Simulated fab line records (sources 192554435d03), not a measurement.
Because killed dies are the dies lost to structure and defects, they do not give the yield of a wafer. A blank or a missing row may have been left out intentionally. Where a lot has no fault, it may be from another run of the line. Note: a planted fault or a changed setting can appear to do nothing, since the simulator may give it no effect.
Which tool is to blame? :: flow n5_finfet :: 26 wafers from 10 lots sampled at 3 of the route's 1938 steps

WHAT THE GAUGES SHOWED, per wafer
N5_BEOL_M13_THK_MEAS_01.
lot: L359
measured: day 11 14:49
on: film_metro-01
M13_ILD_THK (nm): 856 857

lot: L361
measured: day 13 17:54
on: film_metro-01
M13_ILD_THK (nm): 840 858

lot: L362
measured: day 13 17:38
on: film_metro-01
M13_ILD_THK (nm): 1675 1689 1723

lot: L360
measured: day 13 23:03
on: film_metro-01
M13_ILD_THK (nm): 835 856 852

lot: L365
measured: day 14 09:16
on: film_metro-02
M13_ILD_THK (nm): 1712 1693 1705

lot: L366
measured: day 15 01:26
on: film_metro-01
M13_ILD_THK (nm): 1672 1695 1706

lot: L377
measured: day 17 01:59
on: film_metro-02
M13_ILD_THK (nm): 836 846

lot: L374
measured: day 17 04:02
on: film_metro-01
M13_ILD_THK (nm): 840 833 844

lot: L379
measured: day 17 21:20
on: film_metro-02
M13_ILD_THK (nm): 836 834 835

lot: L381
measured: day 18 15:44
on: film_metro-01
M13_ILD_THK (nm): 849 855

EACH LOT AND THE TOOL THAT RAN IT (in order: tool; ch and the chambers of the sampled wafers; start)
lot: L359
N5_BEOL_M12_DEP_53: pecvd-04 ch 0,2, day 11 14:33
N5_BEOL_M13_ILD_DEP_00: pecvd-02 ch 0,1, day 11 14:40

lot: L361
N5_BEOL_M12_DEP_53: pecvd-01 ch 0,1, day 13 17:37
N5_BEOL_M13_ILD_DEP_00: pecvd-03 ch 0, day 13 17:45

lot: L362
N5_BEOL_M12_DEP_53: pecvd-04 ch 0,1,2, day 13 17:03
N5_BEOL_M13_ILD_DEP_00: pecvd-04 ch 0,1,2, day 13 17:10

lot: L360
N5_BEOL_M12_DEP_53: pecvd-01 ch 0,2, day 13 22:47
N5_BEOL_M13_ILD_DEP_00: pecvd-03 ch 0,2, day 13 22:54

lot: L365
N5_BEOL_M12_DEP_53: pecvd-02 ch 1,2, day 14 08:35
N5_BEOL_M13_ILD_DEP_00: pecvd-04 ch 0,2, day 14 08:43

lot: L366
N5_BEOL_M12_DEP_53: pecvd-02 ch 0,1, day 15 00:51
N5_BEOL_M13_ILD_DEP_00: pecvd-04 ch 0,2, day 15 00:59

lot: L377
N5_BEOL_M12_DEP_53: pecvd-01 ch 0,2, day 17 01:42
N5_BEOL_M13_ILD_DEP_00: pecvd-03 ch 1,2, day 17 01:50

lot: L374
N5_BEOL_M12_DEP_53: pecvd-04 ch 0,2, day 17 03:41
N5_BEOL_M13_ILD_DEP_00: pecvd-04 ch 0,2, day 17 03:49

lot: L379
N5_BEOL_M12_DEP_53: pecvd-01 ch 0,1, day 17 21:03
N5_BEOL_M13_ILD_DEP_00: pecvd-02 ch 0,1,2, day 17 21:11

lot: L381
N5_BEOL_M12_DEP_53: pecvd-02 ch 0,2, day 18 15:28
N5_BEOL_M13_ILD_DEP_00: pecvd-03 ch 0,2, day 18 15:35
- N5_BEOL_M12_DEP_53: deposits SiCN from 3MS/NH3, target thk 30 nm, time 10.5 s.
- N5_BEOL_M13_ILD_DEP_00: deposits SiOC from DEMS/O2, target thk 837.92 nm, time 166.4 s.

THE ANSWER, worked out from the rows above alone
Rule: what is usual is taken from the lots themselves. Put in order of their means at a reading, lots are off if they are a third of the lots or fewer, leave a main group of 4 or more, and stand apart from it by a gap of 3 or more times the standard deviation of the main group's means; of several such gaps the widest counts. The tables above print the reading to a certain number of digits; a main group whose means all agree to those digits is not used. Also off: a lot with no number at a reading for which 4 or more lots have one. The other lots that the step has rows for count as sound.
Off: at N5_BEOL_M13_THK_MEAS_01 (M13_ILD_THK), L362, L365, L366. For the main group the mean is 846 nm and the standard deviation 7.1.
A tool fits if, at a process step before that reading, it ran every lot that is off, and no sound lot after the first of them. Those tools and the gauges at N5_BEOL_M13_THK_MEAS_01 are tried in the same way. Of those tried, none fits.

WHAT THE SIMULATOR HAD INSERTED
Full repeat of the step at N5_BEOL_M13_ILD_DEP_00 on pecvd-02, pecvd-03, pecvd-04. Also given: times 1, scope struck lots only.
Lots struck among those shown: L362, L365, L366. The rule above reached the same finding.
